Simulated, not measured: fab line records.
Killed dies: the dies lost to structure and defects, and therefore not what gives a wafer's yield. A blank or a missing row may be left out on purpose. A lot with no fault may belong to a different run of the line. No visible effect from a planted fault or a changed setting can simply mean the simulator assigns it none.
fab line records	flow nand_harc
record lots=12	wafers=36	last_day=25
route steps=1159 shown A_CONTACT@882 END@1159
lots with no fault: from the same line, run without faults
start_h: hours from the record's opening day to when the first of the lot's shown wafers began	wait_h: hours from the lot's prior step to this one	" as in the row above	L1.1+2: a single row standing in for several wafers	- no value, or no start given	* or withheld: withheld	< > ~ a bound
route shown NAME@n: a module of which the file shows steps, and the number in the route of the first	usual: average and standard deviation across the fault-free wafers	same: alike in all rows	chamber/n: place in a boat	sites: each site's reading	_std_site: standard deviation across them	_edge_site: the outer-site mean with the inner-site mean subtracted	radius_mm: how far each site lies from the wafer's centre	mask NAME#n: copy n	behind: tool/chamber where the wafer was last shaped	hold: why the lot was held/for how many hours/how that ended	device: transistor that didn't switch, given as n, p or np	end of line: the route-end tests of the same wafers	a step without rows: its recipe alone	killed: at the first sort, the dies lost to defects and structure; wafer yield is something else	map: a wafer's dies, x killed, . not, _ none there
set.NAME: the setting that was run; set.NAME@STEP: the one run at that earlier step	model.NAME: the simulator's own value behind a step, which no gauge read
steps of the route over a sample of lots; a table a step, a row a wafer
services: the hour from which a tool's chamber was out of use, counted from the record's first day as start_h (under 0 if before that day), plus the number of hours and why
## steps
# step NHARC_A_CONTACT_STRIP_55
# recipe o2_flow_sccm=500	ar_flow_sccm=0	bias_w=0	chemistry=O2
# usual drypump_motor_current_A=5.8/0.47	oes_product_au=0.998/0.012	rf_vpp_V=57.7/0.93	showerhead_plenum_p_Torr=3.46/0.16	throttle_valve_pct=17.038/0.0093
lot.wafer	tool	chamber	start_h	wait_h	drypump_motor_current_A	oes_product_au	rf_hours_counter_h	rf_vpp_V	showerhead_plenum_p_Torr	throttle_valve_pct
L347.4	rie_diel-03	2	-	-	5.8	1.009	29	57.6	3.54	17.046
L347.6	"	2	"	"	5.9	0.997	-	58.7	3.54	17.042
L347.5	"	3	"	"	6.5	1.010	-	55.9	3.36	17.036
L351.2	rie_diel-13	1	-	-	6.0	0.974	44	58.2	3.42	17.038
L351.1	"	2	"	"	5.0	0.971	45	59.1	3.44	17.038
L351.5	"	1	"	"	6.0	0.986	-	57.5	3.42	17.039
L349.3	rie_diel-13	0	-	-	6.2	1.002	38	57.7	3.33	17.042
L349.5	"	2	"	"	5.0	0.973	-	59.4	3.44	17.036
L349.6	"	3	"	"	6.1	0.989	-	57.8	3.75	17.048
L354.3	rie_diel-03	1	-	-	5.4	1.006	2	58.5	3.75	17.030
L354.4	"	2	"	"	5.8	1.004	2	56.5	3.54	17.043
L354.5	"	1	"	"	5.4	1.007	-	58.9	3.75	17.020
L355.2	rie_diel-08	2	-	-	5.0	0.986	49	56.9	3.33	17.015
L355.3	"	1	"	"	6.0	1.018	50	58.3	3.30	17.046
L355.5	"	2	"	"	5.0	0.997	-	57.5	3.33	17.031
L362.3	rie_diel-03	3	-	-	6.5	1.013	10	57.8	3.36	17.031
L362.2	"	1	"	"	5.4	0.999	10	58.6	3.75	17.028
L362.6	"	2	"	"	5.9	1.001	-	58.1	3.54	17.025
L361.1	rie_diel-03	0	-	-	5.9	0.990	9	58.2	3.43	17.027
L361.4	"	1	"	"	5.4	1.005	13	56.1	3.74	17.029
L361.5	"	3	"	"	6.5	1.003	-	58.9	3.36	17.022
L366.2	rie_diel-08	2	-	-	5.0	0.976	58	58.6	3.33	17.031
L366.3	"	0	"	"	5.4	0.973	60	58.1	3.34	17.018
L366.5	"	2	"	"	5.0	0.986	-	57.9	3.33	17.044
L364.3	rie_diel-13	3	-	-	6.2	0.972	8	58.7	3.73	17.039
L364.5	"	3	"	"	6.1	0.980	-	59.5	3.73	17.064
L364.6	"	0	"	"	6.2	0.995	-	58.0	3.32	17.035
L365.4	rie_diel-03	2	-	-	5.8	0.987	19	56.7	3.53	17.044
L365.2	"	3	"	"	6.5	0.995	19	57.6	3.35	17.032
L365.5	"	2	"	"	5.8	0.992	-	56.8	3.53	17.044
L369.1	rie_diel-03	0	-	-	5.9	0.989	15	58.0	3.42	17.042
L369.6	"	3	"	"	6.5	0.997	-	56.6	3.35	17.044
L369.5	"	0	"	"	5.9	0.992	-	56.5	3.42	17.032
L368.3	rie_diel-13	2	-	-	5.0	1.004	19	58.7	3.42	17.043
L368.6	"	0	"	"	6.2	0.993	-	57.4	3.31	17.024
L368.5	"	1	"	"	6.0	1.004	-	56.7	3.40	17.031
# step NHARC_A_CONTACT_DEP_57
# recipe target_thk_a=28000	temp_c=400	material=aC
# usual throttle_valve_pct=35.000/0.009
lot.wafer	tool	chamber	start_h	wait_h	throttle_valve_pct
L347.4	acl_dep-03	0	383.14	-	34.995
L347.5	"	0	"	"	34.991
L347.6	"	0	"	"	34.993
L351.1	acl_dep-01	0	393.62	-	35.002
L351.2	"	0	"	"	35.006
L351.5	"	0	"	"	34.991
L349.3	acl_dep-03	0	400.42	-	34.989
L349.5	"	0	"	"	34.999
L349.6	"	0	"	"	34.971
L354.3	acl_dep-03	0	424.22	-	34.996
L354.4	"	0	"	"	35.000
L354.5	"	0	"	"	35.007
L355.2	acl_dep-03	0	440.45	-	35.008
L355.3	"	0	"	"	35.006
L355.5	"	0	"	"	35.000
L362.2	acl_dep-02	0	450.72	-	34.994
L362.3	"	0	"	"	35.008
L362.6	"	0	"	"	34.993
L361.1	acl_dep-03	0	467.15	-	35.009
L361.4	"	0	"	"	35.000
L361.5	"	0	"	"	34.997
L366.2	acl_dep-03	0	473.97	-	34.989
L366.3	"	0	"	"	35.013
L366.5	"	0	"	"	34.996
L364.3	acl_dep-03	0	483.82	-	34.991
L364.5	"	0	"	"	35.004
L364.6	"	0	"	"	34.994
L365.2	acl_dep-01	0	497.75	-	35.011
L365.4	"	0	"	"	35.004
L365.5	"	0	"	"	34.997
L369.1	acl_dep-03	0	513.92	-	34.989
L369.5	"	0	515.06	-	34.996
L369.6	"	0	"	"	34.991
L368.3	acl_dep-03	0	520.31	-	35.008
L368.5	"	0	"	"	35.001
L368.6	"	0	"	"	35.007
# step NHARC_A_CONTACT_DESCUM_74
# recipe time_s=3	o2_flow_sccm=200	ar_flow_sccm=0	bias_power_w=0	chemistry=O2
# usual drypump_motor_current_A=5.7/0.46	oes_product_au=0.998/0.014	rf_vpp_V=57.6/0.88	showerhead_plenum_p_Torr=1.87/0.093	throttle_valve_pct=11.311/0.0086
lot.wafer	tool	chamber	start_h	wait_h	drypump_motor_current_A	oes_product_au	rf_hours_counter_h	rf_vpp_V	showerhead_plenum_p_Torr	throttle_valve_pct
L347.4	rie_diel-03	0	384.96	0.1	5.8	0.994	29	57.0	1.86	11.296
L347.5	"	2	"	"	5.8	1.009	-	58.0	1.92	11.304
L347.6	"	3	"	"	6.4	1.018	-	57.7	1.82	11.311
L351.2	rie_diel-13	1	396.33	0.1	6.0	0.987	45	58.9	1.85	11.313
L351.1	"	3	"	"	6.1	0.998	44	59.3	2.04	11.313
L351.5	"	1	"	"	6.0	0.992	-	57.1	1.85	11.314
L349.3	rie_diel-03	2	402.56	0.1	5.8	0.989	0	57.6	1.92	11.317
L349.6	"	3	"	"	6.5	1.000	-	57.3	1.82	11.302
L349.5	"	0	"	"	5.8	0.994	-	57.6	1.86	11.310
L354.3	rie_diel-08	0	426.29	0.1	5.4	0.997	41	57.3	1.81	11.298
L354.4	"	3	"	"	5.3	1.017	43	57.0	1.76	11.319
L354.5	"	0	"	"	5.4	0.993	-	57.1	1.81	11.317
L355.3	rie_diel-03	2	442.88	0.1	5.8	0.997	7	58.2	1.92	11.318
L355.2	"	3	"	"	6.5	1.008	7	58.5	1.82	11.323
L355.5	"	1	"	"	5.4	1.005	-	58.6	2.04	11.301
L362.3	rie_diel-03	1	453.13	0.1	5.4	1.005	10	57.9	2.04	11.310
L362.2	"	3	"	"	6.5	1.004	11	55.8	1.81	11.328
L362.6	"	1	"	"	5.4	1.014	-	59.3	2.04	11.313
L361.4	rie_diel-08	0	469.67	0.1	5.4	0.976	59	58.0	1.81	11.313
L361.1	"	2	"	"	5.0	0.993	56	57.7	1.80	11.295
L361.5	"	1	"	"	6.0	1.018	-	57.3	1.77	11.318
L366.2	rie_diel-13	1	476.35	0.1	6.0	0.991	6	57.8	1.84	11.305
L366.3	"	2	"	"	5.0	0.991	6	57.1	1.85	11.309
L366.5	"	0	"	"	6.2	0.997	-	58.5	1.79	11.303
L364.3	rie_diel-03	0	485.85	0.2	5.9	1.001	12	57.6	1.85	11.319
L364.5	"	1	"	"	5.4	1.001	-	59.1	2.04	11.326
L364.6	"	2	"	"	5.8	0.994	-	57.2	1.92	11.321
L365.4	rie_diel-13	3	500.13	0.1	6.1	0.973	16	56.4	2.03	11.305
L365.2	"	1	"	"	6.0	1.003	14	57.0	1.84	11.305
L365.5	"	3	"	"	6.2	0.975	-	58.7	2.03	11.294
L369.1	rie_diel-08	1	516.44	0.1	6.0	1.023	12	58.6	2.07	11.308
L369.6	"	0	"	"	5.4	0.988	-	55.5	1.80	11.315
L369.5	"	1	"	"	6.0	1.031	-	57.6	2.07	11.311
L368.3	rie_diel-03	3	522.45	0.1	6.5	0.992	24	58.6	1.81	11.325
L368.6	"	0	"	"	5.8	1.013	-	56.6	1.85	11.297
L368.5	"	1	"	"	5.4	1.020	-	58.8	2.04	11.295
# step NHARC_A_CONTACT_ETCH_78
# recipe target_depth_a=28000	over_etch_frac=0.3	time_s=728	ion_energy_ev=150	o2_flow_sccm=400	cos_flow_sccm=20	ar_flow_sccm=0	rf_w=500	bias_w=300	chemistry=O2/COS
# usual bias_w=299.9/0.9	chamber_pressure_mTorr=19.997/0.018	drypump_motor_current_A=5.8/0.46	oes_product_au=0.997/0.014	over_etch_frac=0.3/0	rf_vpp_V=313.2/2.3	showerhead_plenum_p_Torr=3.06/0.14	throttle_valve_pct=28.330/0.0097
lot.wafer	tool	chamber	start_h	wait_h	bias_w	chamber_pressure_mTorr	drypump_motor_current_A	oes_product_au	over_etch_frac	rf_hours_counter_h	rf_vpp_V	showerhead_plenum_p_Torr	throttle_valve_pct
L347.4	rie_diel-03	0	385.65	-	299.7	19.997	5.9	0.995	0.3	29	312.6	3.04	28.322
L347.5	"	2	"	"	300.1	19.995	5.8	1.006	0.3	-	314.3	3.14	28.319
L347.6	"	3	"	"	299.5	19.996	6.5	1.015	0.3	-	311.8	2.97	28.333
L351.2	rie_diel-13	1	397.00	-	-	-	-	-	-	-	-	-	-
L351.1	"	0	"	"	-	-	-	-	-	-	-	-	-
L351.5	"	1	"	"	-	-	-	-	-	-	-	-	-
L349.3	rie_diel-03	1	403.32	-	-	-	-	-	-	-	-	-	-
L349.5	"	0	"	"	-	-	-	-	-	-	-	-	-
L349.6	"	1	"	"	-	-	-	-	-	-	-	-	-
L354.3	rie_diel-08	1	426.93	-	-	-	-	-	-	-	-	-	-
L354.4	"	2	"	"	-	-	-	-	-	-	-	-	-
L354.5	"	0	"	"	-	-	-	-	-	-	-	-	-
L355.3	rie_diel-03	2	443.52	-	300.4	19.993	5.8	0.998	0.3	7	314.3	3.13	28.342
L355.2	"	1	"	"	299.0	20.009	5.4	1.006	0.3	7	317.2	3.32	28.330
L355.5	"	1	"	"	301.4	19.985	5.4	1.013	0.3	-	317.4	3.32	28.337
L362.3	rie_diel-03	1	454.21	-	299.9	19.986	5.4	1.010	0.3	11	318.5	3.32	28.333
L362.2	"	3	"	"	300.0	20.006	6.5	0.997	0.3	11	310.9	2.97	28.332
L362.6	"	3	"	"	302.6	19.972	6.5	1.015	0.3	-	312.5	2.97	28.345
L361.4	rie_diel-08	0	471.54	-	298.9	20.005	5.5	0.986	0.3	60	311.1	2.96	28.324
L361.1	"	3	"	"	299.3	19.982	5.3	1.019	0.3	63	309.6	2.88	28.323
L361.5	"	0	"	"	300.7	19.986	5.4	0.974	0.3	-	311.4	2.96	28.329
L366.3	rie_diel-13	3	476.94	-	299.9	20.019	6.1	0.975	0.3	7	316.9	3.31	28.324
L366.2	"	2	"	"	298.8	19.986	5.0	0.989	0.3	6	312.8	3.03	28.334
L366.5	"	3	"	"	299.3	19.985	6.1	0.969	0.3	-	315.6	3.31	28.321
L364.3	rie_diel-03	3	486.61	-	300.4	20.014	6.5	0.998	0.3	17	312.1	2.97	28.323
L364.6	"	2	"	"	301.2	20.008	5.8	0.990	0.3	-	315.1	3.13	28.343
L364.5	"	3	"	"	298.9	19.985	6.5	1.000	0.3	-	312.2	2.97	28.337
L365.4	rie_diel-13	0	500.72	-	300.0	19.978	6.2	0.984	0.3	17	310.6	2.93	28.319
L365.2	"	3	"	"	300.2	20.024	6.2	0.969	0.3	16	316.5	3.30	28.327
L365.5	"	1	"	"	300.4	19.974	6.0	0.998	0.3	-	312.5	3.01	28.347
L369.1	rie_diel-08	2	517.14	-	300.1	20.003	5.0	0.998	0.3	13	312.3	2.93	28.329
L369.6	"	0	"	"	299.8	20.014	5.4	0.995	0.3	-	311.7	2.95	28.349
L369.5	"	1	"	"	300.3	20.009	6.0	1.027	0.3	-	318.6	3.37	28.338
L368.3	rie_diel-03	3	523.08	-	299.7	20.004	6.5	0.985	0.3	24	312.0	2.96	28.331
L368.5	"	2	"	"	299.0	20.009	5.8	1.008	0.3	-	314.2	3.12	28.327
L368.6	"	3	"	"	298.9	20.002	6.5	0.981	0.3	-	312.6	2.96	28.313
# step NHARC_END_SORT_01
# recipe temp_c=25
# usual killed_at_array=27/11	killed_at_other=0.7/1.1	killed_at_periphery=3.6/2.4	killed_dies=32/11	killed_open=3.3/1.8	killed_short=2.1/1.5
# same gross_dies=677
lot.wafer	tool	chamber	start_h	wait_h	killed_at_array	killed_at_other	killed_at_periphery	killed_dies	killed_open	killed_short
L347.4	prober-02	0	454.70	3.4	14	1	4	19	3	6
L347.5	prober-02	0	455.50	3.7	14	0	5	19	6	1
L347.6	prober-02	0	456.30	4.0	11	0	6	17	3	5
L351.1	prober-01	0	462.26	2.5	674	1	2	677	7	3
L351.2	prober-01	0	463.06	2.8	667	2	8	677	3	2
L351.5	prober-01	0	465.45	3.7	675	0	2	677	0	1
L349.3	prober-02	0	470.00	3.1	673	0	4	677	3	3
L349.5	prober-02	0	471.57	3.6	676	0	1	677	1	0
L349.6	prober-02	0	472.36	3.9	674	0	3	677	4	2
L354.3	prober-01	0	496.04	3.1	671	1	5	677	2	2
L354.4	prober-01	0	496.82	3.4	671	1	5	677	5	2
L354.5	prober-01	0	497.61	3.7	673	0	4	677	3	4
L355.2	prober-02	0	518.60	2.8	45	1	2	48	5	0
L355.3	prober-02	0	519.39	3.1	35	2	6	43	1	3
L355.5	prober-02	0	520.96	3.6	58	0	2	60	6	5
L362.2	prober-02	0	526.28	2.8	41	2	3	46	3	1
L362.3	prober-02	0	527.08	3.1	48	1	6	55	2	4
L362.6	prober-02	0	529.46	4.0	36	2	4	42	1	3
L361.1	prober-02	0	535.32	2.5	28	2	5	35	2	0
L361.4	prober-02	0	537.70	3.4	32	0	3	35	2	0
L361.5	prober-02	0	538.49	3.7	48	0	1	49	5	5
L366.2	prober-02	0	553.04	2.8	32	0	2	34	4	1
L366.3	prober-02	0	553.84	3.1	38	1	2	41	3	3
L366.5	prober-02	0	555.44	3.7	18	1	4	23	2	0
L364.3	prober-01	0	561.81	3.1	27	1	5	33	2	1
L364.5	prober-01	0	563.41	3.7	33	2	3	38	3	1
L364.6	prober-01	0	564.21	4.0	17	0	3	20	1	1
L365.2	prober-02	0	565.45	2.8	29	1	4	34	3	2
L365.4	prober-02	0	567.06	3.4	34	4	2	40	6	2
L365.5	prober-02	0	567.86	3.7	46	6	3	55	3	1
L369.1	prober-01	0	573.84	2.5	18	3	3	24	3	2
L369.5	prober-01	0	576.99	3.7	21	1	6	28	4	1
L369.6	prober-01	0	577.78	3.9	37	1	4	42	6	3
L368.3	prober-01	0	590.69	3.2	29	2	2	33	4	4
L368.5	prober-01	0	592.31	3.8	23	2	3	28	3	1
L368.6	prober-01	0	593.12	4.1	15	2	1	18	5	2
# killed by level:class
L347.4 A_CHANNEL_HOLE_D1:chamber_film_flake=3 A_STAIRCASE:chamber_film_flake=3 A_CONTACT:chamber_film_flake=2 P_STI:geometric_particle:short=1 P_GATE:geometric_particle:open=1 P_M1:geometric_particle:short=1 A_ONON_D1:geometric_particle:short=1 A_CHANNEL_HOLE_D1:geometric_particle:open=1
L347.5 A_CHANNEL_HOLE_D1:chamber_film_flake=5 A_CONTACT:chamber_film_flake=3 P_CONTACT:geometric_particle:open=2 P_GATE:chamber_film_flake=2 P_M0:geometric_particle:open=1 A_ONON_D1:geometric_particle:open=1 A_CHANNEL_FILL_D1:geometric_particle:open=1 A_WL_FILL:geometric_particle:short=1
L347.6 A_CHANNEL_HOLE_D1:chamber_film_flake=4 P_M0:geometric_particle:short=2 A_STAIRCASE:chamber_film_flake=2 P_STI:geometric_particle:short=1 P_GATE:geometric_particle:open=1 A_SGD_CUT:geometric_particle:short=1 A_SGD_CUT:geometric_particle:open=1 A_WL_FILL:geometric_particle:short=1
L351.1 A_CONTACT:area_etch=645 A_CHANNEL_HOLE_D1:chamber_film_flake=9 A_STAIRCASE:chamber_film_flake=5 A_CONTACT:chamber_film_flake=5 A_SOURCE_PLATE:geometric_particle:open=2 P_M0:geometric_particle:open=1 A_ONON_D1:geometric_particle:open=1 A_SGD_CUT:geometric_particle:short=1
L351.2 A_CONTACT:area_etch=652 A_CHANNEL_HOLE_D1:chamber_film_flake=7 P_ZERO_WELL:chamber_film_flake=5 A_CONTACT:chamber_film_flake=5 P_CONTACT:geometric_particle:open=2 THIN_TSV:chamber_film_flake=2 P_M1:geometric_particle:short=1 A_CHANNEL_FILL_D1:geometric_particle:open=1
L351.5 A_CONTACT:area_etch=660 A_CHANNEL_HOLE_D1:chamber_film_flake=9 A_CONTACT:chamber_film_flake=4 P_M2:geometric_particle:short=1 P_ZERO_WELL:chamber_film_flake=1 A_STAIRCASE:chamber_film_flake=1 A_SLIT:chamber_film_flake=1
L349.3 A_CONTACT:area_etch=641 A_CHANNEL_HOLE_D1:chamber_film_flake=13 A_SLIT:chamber_film_flake=7 A_WL_FILL:geometric_particle:short=3 A_STAIRCASE:chamber_film_flake=3 A_CONTACT:chamber_film_flake=3 P_STI:geometric_particle:open=1 P_CONTACT:geometric_particle:open=1
L349.5 A_CONTACT:area_etch=658 A_CHANNEL_HOLE_D1:chamber_film_flake=7 A_STAIRCASE:chamber_film_flake=5 A_SLIT:chamber_film_flake=4 P_GATE:geometric_particle:open=1 A_ZERO_WELL:chamber_film_flake=1 A_CONTACT:chamber_film_flake=1
L349.6 A_CONTACT:area_etch=642 A_CHANNEL_HOLE_D1:chamber_film_flake=11 A_SLIT:chamber_film_flake=8 A_STAIRCASE:chamber_film_flake=3 A_CONTACT:chamber_film_flake=3 A_CONTACT:geometric_particle:open=2 A_ZERO_WELL:chamber_film_flake=2 P_CONTACT:geometric_particle:open=1
L354.3 A_CONTACT:area_etch=651 A_SLIT:chamber_film_flake=8 A_STAIRCASE:chamber_film_flake=3 A_CONTACT:chamber_film_flake=3 P_STI:chamber_film_flake=2 A_CHANNEL_HOLE_D1:chamber_film_flake=2 A_CHANNEL_FILL_D1:geometric_particle:short=1 A_CONTACT:geometric_particle:open=1
L354.4 A_CONTACT:area_etch=649 A_SLIT:chamber_film_flake=6 A_STAIRCASE:chamber_film_flake=4 A_CONTACT:chamber_film_flake=4 P_ZERO_WELL:chamber_film_flake=3 A_M0:geometric_particle:open=2 A_ONON_D1:geometric_particle:open=1 A_WL_FILL:geometric_particle:open=1
L354.5 A_CONTACT:area_etch=644 A_SLIT:chamber_film_flake=9 A_CONTACT:chamber_film_flake=7 A_ONON_D1:geometric_particle:short=3 A_CHANNEL_HOLE_D1:chamber_film_flake=2 A_CHANNEL_FILL_D1:chamber_film_flake=2 A_STAIRCASE:chamber_film_flake=2 P_M0:geometric_particle:open=1
L355.2 A_CHANNEL_HOLE_D1:chamber_film_flake=18 A_SLIT:chamber_film_flake=14 A_CONTACT:chamber_film_flake=5 A_SGD_CUT:chamber_film_flake=2 P_CONTACT:geometric_particle:open=1 A_SGD_CUT:geometric_particle:open=1 A_CONTACT:geometric_particle:open=1 A_BLC:geometric_particle:open=1
L355.3 A_CHANNEL_HOLE_D1:chamber_film_flake=14 A_SLIT:chamber_film_flake=13 P_STI:chamber_film_flake=4 A_STAIRCASE:chamber_film_flake=3 A_CONTACT:geometric_particle:short=2 P_ZERO_WELL:chamber_film_flake=2 A_ONON_D1:geometric_particle:short=1 A_CHANNEL_HOLE_D1:geometric_particle:open=1
L355.5 A_SLIT:chamber_film_flake=21 A_CHANNEL_HOLE_D1:chamber_film_flake=20 A_CONTACT:chamber_film_flake=3 A_CHANNEL_HOLE_D1:geometric_particle:open=2 A_CONTACT:geometric_particle:open=2 A_ONON_D1:geometric_particle:short=1 A_ONON_D1:geometric_particle:open=1 A_SGD_CUT:geometric_particle:short=1
L362.2 A_CHANNEL_HOLE_D1:chamber_film_flake=21 A_SLIT:chamber_film_flake=7 A_STAIRCASE:chamber_film_flake=6 A_CONTACT:chamber_film_flake=3 THIN_TSV:chamber_film_flake=2 P_CONTACT:geometric_particle:open=1 A_CHANNEL_FILL_D1:geometric_particle:short=1 A_WL_FILL:geometric_particle:open=1
L362.3 A_CHANNEL_HOLE_D1:chamber_film_flake=26 A_SLIT:chamber_film_flake=12 P_ZERO_WELL:chamber_film_flake=4 A_WL_FILL:geometric_particle:short=3 A_STAIRCASE:chamber_film_flake=3 P_M0:chamber_film_flake=2 A_WL_FILL:geometric_particle:open=1 A_CONTACT:geometric_particle:short=1
L362.6 A_CHANNEL_HOLE_D1:chamber_film_flake=21 A_SLIT:chamber_film_flake=8 A_CONTACT:chamber_film_flake=3 A_WL_FILL:geometric_particle:short=2 THIN_TSV:chamber_film_flake=2 P_M1:geometric_particle:short=1 A_SOURCE_PLATE:geometric_particle:open=1 P_ZERO_WELL:chamber_film_flake=1
L361.1 A_SLIT:chamber_film_flake=15 A_CHANNEL_HOLE_D1:chamber_film_flake=12 THIN_TSV:chamber_film_flake=2 P_STI:geometric_particle:open=1 P_CONTACT:geometric_particle:open=1 P_ZERO_WELL:chamber_film_flake=1 P_STI:chamber_film_flake=1 P_M0:chamber_film_flake=1
L361.4 A_CHANNEL_HOLE_D1:chamber_film_flake=15 A_SLIT:chamber_film_flake=11 A_CONTACT:chamber_film_flake=4 P_M0:chamber_film_flake=2 A_CHANNEL_FILL_D1:geometric_particle:open=1 A_CONTACT:geometric_particle:open=1 P_GATE:chamber_film_flake=1
L361.5 A_CHANNEL_HOLE_D1:chamber_film_flake=23 A_SLIT:chamber_film_flake=13 A_SGD_CUT:geometric_particle:short=2 A_CONTACT:geometric_particle:open=2 A_M0:geometric_particle:short=2 A_ONON_D1:geometric_particle:open=1 A_STAIRCASE:geometric_particle:open=1 A_SGD_CUT:geometric_particle:open=1
L366.2 A_SLIT:chamber_film_flake=17 A_CHANNEL_HOLE_D1:chamber_film_flake=4 A_CONTACT:chamber_film_flake=4 A_M0:geometric_particle:open=2 A_BONDPAD:chamber_film_flake=2 P_CONTACT:geometric_particle:open=1 A_M1:geometric_particle:open=1 A_M1:geometric_particle:short=1
L366.3 A_SLIT:chamber_film_flake=15 A_CHANNEL_HOLE_D1:chamber_film_flake=8 A_BONDPAD:chamber_film_flake=4 A_WL_FILL:geometric_particle:short=2 A_CONTACT:geometric_particle:open=2 A_ZERO_WELL:chamber_film_flake=2 A_CONTACT:chamber_film_flake=2 P_STI:geometric_particle:open=1
L366.5 A_SLIT:chamber_film_flake=5 A_CHANNEL_HOLE_D1:chamber_film_flake=4 A_CONTACT:chamber_film_flake=3 P_STI:chamber_film_flake=2 A_STAIRCASE:chamber_film_flake=2 A_BONDPAD:chamber_film_flake=2 P_GATE:geometric_particle:open=1 A_CHANNEL_FILL_D1:geometric_particle:open=1
L364.3 A_SLIT:chamber_film_flake=13 A_CHANNEL_HOLE_D1:chamber_film_flake=7 A_CONTACT:chamber_film_flake=6 P_CONTACT:geometric_particle:open=2 P_GATE:chamber_film_flake=2 A_CHANNEL_FILL_D1:geometric_particle:short=1 P_STI:chamber_film_flake=1 HYBRID_BOND:latent=1
L364.5 A_SLIT:chamber_film_flake=13 A_CONTACT:chamber_film_flake=8 A_CHANNEL_HOLE_D1:chamber_film_flake=6 P_STI:chamber_film_flake=3 A_STAIRCASE:chamber_film_flake=3 A_CONTACT:geometric_particle:open=2 A_ONON_D1:geometric_particle:short=1 STARTING-WAFER:geometric_particle:open=1
L364.6 A_SLIT:chamber_film_flake=7 A_CHANNEL_HOLE_D1:chamber_film_flake=4 P_STI:chamber_film_flake=2 A_CONTACT:chamber_film_flake=2 A_ONON_D1:geometric_particle:short=1 A_CONTACT:geometric_particle:open=1 P_GATE:chamber_film_flake=1 A_STAIRCASE:chamber_film_flake=1
L365.2 A_CHANNEL_HOLE_D1:chamber_film_flake=14 A_STAIRCASE:chamber_film_flake=5 A_CONTACT:chamber_film_flake=4 A_WL_FILL:geometric_particle:short=2 P_STI:chamber_film_flake=2 A_ONON_D1:geometric_particle:open=1 A_CHANNEL_FILL_D1:geometric_particle:open=1 A_WL_FILL:geometric_particle:open=1
L365.4 A_CHANNEL_HOLE_D1:chamber_film_flake=13 A_STAIRCASE:chamber_film_flake=13 THIN_TSV:chamber_film_flake=3 A_WL_FILL:geometric_particle:short=2 A_CONTACT:chamber_film_flake=2 P_GATE:geometric_particle:open=1 P_M0:geometric_particle:open=1 A_ONON_D1:geometric_particle:open=1
L365.5 A_CHANNEL_HOLE_D1:chamber_film_flake=25 A_STAIRCASE:chamber_film_flake=11 A_CONTACT:chamber_film_flake=6 THIN_TSV:chamber_film_flake=6 P_STI:chamber_film_flake=2 P_GATE:geometric_particle:open=1 A_WL_FILL:geometric_particle:short=1 A_WL_FILL:geometric_particle:open=1
L369.1 A_SLIT:chamber_film_flake=9 THIN_TSV:chamber_film_flake=3 A_CHANNEL_HOLE_D1:chamber_film_flake=2 A_CONTACT:chamber_film_flake=2 P_CONTACT:geometric_particle:open=1 P_CONTACT:geometric_particle:short=1 A_SOURCE_PLATE:geometric_particle:open=1 A_CHANNEL_HOLE_D1:geometric_particle:open=1
L369.5 A_SLIT:chamber_film_flake=12 P_GATE:chamber_film_flake=4 A_CHANNEL_HOLE_D1:chamber_film_flake=3 P_M0:geometric_particle:open=1 A_CHANNEL_FILL_D1:geometric_particle:short=1 A_SLIT:geometric_particle:open=1 A_WL_FILL:geometric_particle:open=1 A_M0:geometric_particle:open=1
L369.6 A_SLIT:chamber_film_flake=18 A_CHANNEL_HOLE_D1:chamber_film_flake=6 A_STAIRCASE:chamber_film_flake=4 P_GATE:chamber_film_flake=3 A_CHANNEL_FILL_D1:geometric_particle:short=2 A_WL_FILL:geometric_particle:open=2 P_BONDPAD:geometric_particle:open=1 A_ONON_D1:geometric_particle:open=1
L368.3 A_CONTACT:chamber_film_flake=8 A_CHANNEL_HOLE_D1:chamber_film_flake=7 A_CHANNEL_FILL_D1:chamber_film_flake=4 A_ONON_D1:geometric_particle:short=2 A_M0:geometric_particle:open=2 P_STI:chamber_film_flake=2 THIN_TSV:chamber_film_flake=2 A_CHANNEL_FILL_D1:geometric_particle:short=1
L368.5 A_CHANNEL_HOLE_D1:chamber_film_flake=9 A_CONTACT:chamber_film_flake=9 THIN_TSV:chamber_film_flake=2 P_CONTACT:geometric_particle:open=1 A_SOURCE_PLATE:geometric_particle:open=1 A_CHANNEL_FILL_D1:geometric_particle:short=1 A_CONTACT:geometric_particle:open=1 P_ZERO_WELL:chamber_film_flake=1
L368.6 A_CHANNEL_HOLE_D1:chamber_film_flake=4 A_CONTACT:geometric_particle:open=3 A_CONTACT:chamber_film_flake=3 A_SOURCE_PLATE:geometric_particle:open=1 A_CHANNEL_FILL_D1:geometric_particle:open=1 A_M0:geometric_particle:short=1 STARTING-WAFER:geometric_particle:short=1 P_STI:chamber_film_flake=1
## services
tool	chamber	start_h	hours	kind
rie_diel-03	0	371.31	-	clean
rie_diel-03	1	371.31	-	clean
rie_diel-03	2	371.31	-	clean
rie_diel-03	3	371.31	-	clean
rie_diel-03	-	392.31	9.0	pm
rie_diel-03	0	392.31	9.0	vent_cycle
rie_diel-03	1	392.31	9.0	vent_cycle
rie_diel-03	2	392.31	9.0	vent_cycle
rie_diel-03	3	392.31	9.0	vent_cycle
rie_diel-03	0	401.31	-	clean
rie_diel-03	1	401.31	-	clean
rie_diel-03	2	401.31	-	clean
rie_diel-03	2	401.31	-	consumable_replace:focus_ring
rie_diel-03	3	401.31	-	clean
acl_dep-03	-	404.93	13.0	pm
rie_diel-03	0	425.81	-	clean
rie_diel-03	1	425.81	-	clean
rie_diel-03	0	443.50	13.9	repair
rie_diel-13	-	453.05	9.0	pm
rie_diel-03	3	454.87	3.4	repair
acl_dep-02	-	459.34	0.9	repair
acl_dep-01	-	476.77	13.0	pm
rie_diel-08	-	478.98	9.0	pm
rie_diel-13	3	489.67	2.4	repair
## key
first_sign step=NHARC_A_CONTACT_ETCH_78	reading=tool_record	direction=missing
effect step=NHARC_END_SORT_01	reading=killed_at_array	direction=up	sigmas=60	usual=27	struck=673
more_kills_born_at NHARC_A_CONTACT_ETCH_78@rie_diel-13=1958	NHARC_A_CONTACT_ETCH_78@rie_diel-08=1943	NHARC_A_CONTACT_ETCH_78@rie_diel-03=1941
met_at NHARC_A_CONTACT_ETCH_78
struck_lots L349,L351,L354
later_rows_left_out L349.3,L349.5,L349.6,L351.1,L351.2,L351.5,L354.3,L354.4,L354.5
tester_left_out L349,L351,L354
not_acting_at NHARC_A_CONTACT_STRIP_55,NHARC_A_CONTACT_DEP_57,NHARC_A_CONTACT_DESCUM_74
onset_between 385.65 397.00
fault kind=skipped_step_whole	tool=rie_diel-03,rie_diel-08,rie_diel-13	chamber=-	onset_h=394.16	steps=NHARC_A_CONTACT_ETCH_78	scope=struck_lots_only
# tester_left_out: of these lots the tester's yield and bins aren't shown, on N5 and GAA mostly nor the transistor test; their killed dies are dies lost to structure and defects alone, not to doping, threshold or leakage, so they don't give the yield
# later_rows_left_out: the simulator's readings of these wafers behind a module that went badly wrong aren't trusted and aren't shown, but for the sort
